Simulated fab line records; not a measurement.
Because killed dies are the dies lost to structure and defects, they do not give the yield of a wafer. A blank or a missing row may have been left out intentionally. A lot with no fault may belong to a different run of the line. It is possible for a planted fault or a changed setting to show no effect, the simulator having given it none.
Which of the tools did it? / flow n5 finfet / 36 wafers from 12 lots sampled at 5 of the route's 1938 steps

WHAT EACH GAUGE READ, for each wafer
N5_BEOL_M3_CD_MEAS_18: pitch 36 nm, target cd 18 nm.
lot=L075; measured=day 8 08:53; on=cd sem-02; cd nm (nm)=17.8 17.6 17.4
lot=L077; measured=day 8 10:43; on=cd sem-03; cd nm (nm)=17.4 17.8 17.8
lot=L080; measured=day 8 19:01; on=cd sem-02; cd nm (nm)=17.3 18.1 18.0
lot=L081; measured=day 9 01:23; on=cd sem-02; cd nm (nm)=17.2 18.0 17.4
lot=L083; measured=day 10 06:25; on=cd sem-02; cd nm (nm)=18.3 17.8 17.5
lot=L087; measured=day 11 01:08; on=cd sem-02; cd nm (nm)=17.8 18.0 17.5
lot=L086; measured=day 11 01:13; on=cd sem-03; cd nm (nm)=17.2 17.0 17.0
lot=L088; measured=day 11 17:55; on=cd sem-02; cd nm (nm)=18.2 17.8 18.3
lot=L091; measured=day 12 01:04; on=cd sem-02; cd nm (nm)=17.5 17.4 17.4
lot=L093; measured=day 12 07:43; on=cd sem-03; cd nm (nm)=18.0 17.5 18.3
lot=L095; measured=day 12 18:06; on=cd sem-03; cd nm (nm)=18.3 18.3 17.3
lot=L097; measured=day 13 15:13; on=cd sem-02; cd nm (nm)=17.5 17.9 18.4

WHAT TOOL EACH LOT RAN ON (gives the tool, then ch and the chambers of the sampled wafers, and finally the start)
lot=L075; N5_BEOL_M2_ANNEAL_87=pvd sputter-03, day 8 02:34; N5_BEOL_M2_ANNEAL_91=pvd sputter-03, day 8 03:00; N5_BEOL_M2_SPUTTER_94=pvd sputter-03, day 8 03:22; N5_BEOL_M2_SPUTTER_96=pvd sputter-03, day 8 03:35
lot=L077; N5_BEOL_M2_ANNEAL_87=pvd sputter-03, day 8 05:42; N5_BEOL_M2_ANNEAL_91=pvd sputter-03, day 8 06:08; N5_BEOL_M2_SPUTTER_94=pvd sputter-03, day 8 06:30; N5_BEOL_M2_SPUTTER_96=pvd sputter-03, day 8 06:43
lot=L080; N5_BEOL_M2_ANNEAL_87=pvd sputter-03, day 8 14:37; N5_BEOL_M2_ANNEAL_91=pvd sputter-03, day 8 15:04; N5_BEOL_M2_SPUTTER_94=pvd sputter-03, day 8 15:25; N5_BEOL_M2_SPUTTER_96=pvd sputter-03, day 8 15:38
lot=L081; N5_BEOL_M2_ANNEAL_87=pvd sputter-01, day 8 20:16; N5_BEOL_M2_ANNEAL_91=pvd sputter-01, day 8 20:43; N5_BEOL_M2_SPUTTER_94=pvd sputter-01, day 8 21:04; N5_BEOL_M2_SPUTTER_96=pvd sputter-01, day 8 21:17
lot=L083; N5_BEOL_M2_ANNEAL_87=pvd sputter-02, day 10 01:55; N5_BEOL_M2_ANNEAL_91=pvd sputter-02, day 10 02:22; N5_BEOL_M2_SPUTTER_94=pvd sputter-02, day 10 02:43; N5_BEOL_M2_SPUTTER_96=pvd sputter-02, day 10 02:56
lot=L087; N5_BEOL_M2_ANNEAL_87=pvd sputter-03, day 10 20:44; N5_BEOL_M2_ANNEAL_91=pvd sputter-03, day 10 21:10; N5_BEOL_M2_SPUTTER_94=pvd sputter-03, day 10 21:32; N5_BEOL_M2_SPUTTER_96=pvd sputter-03, day 10 21:45
lot=L086; N5_BEOL_M2_ANNEAL_87=pvd sputter-01, day 10 21:00; N5_BEOL_M2_ANNEAL_91=pvd sputter-01, day 10 21:26; N5_BEOL_M2_SPUTTER_94=pvd sputter-01, day 10 21:48; N5_BEOL_M2_SPUTTER_96=pvd sputter-01, day 10 22:01
lot=L088; N5_BEOL_M2_ANNEAL_87=pvd sputter-02, day 11 13:48; N5_BEOL_M2_ANNEAL_91=pvd sputter-02, day 11 14:14; N5_BEOL_M2_SPUTTER_94=pvd sputter-02, day 11 14:36; N5_BEOL_M2_SPUTTER_96=pvd sputter-02, day 11 14:49
lot=L091; N5_BEOL_M2_ANNEAL_87=pvd sputter-03, day 11 20:29; N5_BEOL_M2_ANNEAL_91=pvd sputter-03, day 11 20:55; N5_BEOL_M2_SPUTTER_94=pvd sputter-03, day 11 21:17; N5_BEOL_M2_SPUTTER_96=pvd sputter-03, day 11 21:30
lot=L093; N5_BEOL_M2_ANNEAL_87=pvd sputter-03, day 12 03:05; N5_BEOL_M2_ANNEAL_91=pvd sputter-03, day 12 03:32; N5_BEOL_M2_SPUTTER_94=pvd sputter-03, day 12 03:53; N5_BEOL_M2_SPUTTER_96=pvd sputter-03, day 12 04:07
lot=L095; N5_BEOL_M2_ANNEAL_87=pvd sputter-02, day 12 12:57; N5_BEOL_M2_ANNEAL_91=pvd sputter-02, day 12 13:23; N5_BEOL_M2_SPUTTER_94=pvd sputter-02, day 12 13:45; N5_BEOL_M2_SPUTTER_96=pvd sputter-02, day 12 13:58
lot=L097; N5_BEOL_M2_ANNEAL_87=pvd sputter-03, day 13 09:31; N5_BEOL_M2_ANNEAL_91=pvd sputter-03, day 13 09:58; N5_BEOL_M2_SPUTTER_94=pvd sputter-03, day 13 10:19; N5_BEOL_M2_SPUTTER_96=pvd sputter-03, day 13 10:32
- N5_BEOL_M2_ANNEAL_87: time 240 s.
- N5_BEOL_M2_ANNEAL_91: time 240 s.
- N5_BEOL_M2_SPUTTER_94: material Cu, target thk 4.5 nm, time 8.29 s.
- N5_BEOL_M2_SPUTTER_96: material Cu, target thk 4.5 nm, time 8.29 s.

THE ANSWER, worked out from the rows above alone
Rule: usual is defined by the lots themselves. The widest of any qualifying gaps counts: lots, ordered by their means at a reading, are off when they make up no more than a third of the lots, leave a main group of 4 or more, and stand apart from it by 3 or more times the standard deviation of that group's means. Not used: any main group whose means are identical at the precision the tables above print for the reading. Also off: a lot with no number at a reading for which 4 or more lots have one. Any other lot the step has rows for is counted as sound.
No lot is off at any reading shown: from this, nothing can be told.

WHAT HAD BEEN PUT IN BY THE SIMULATOR
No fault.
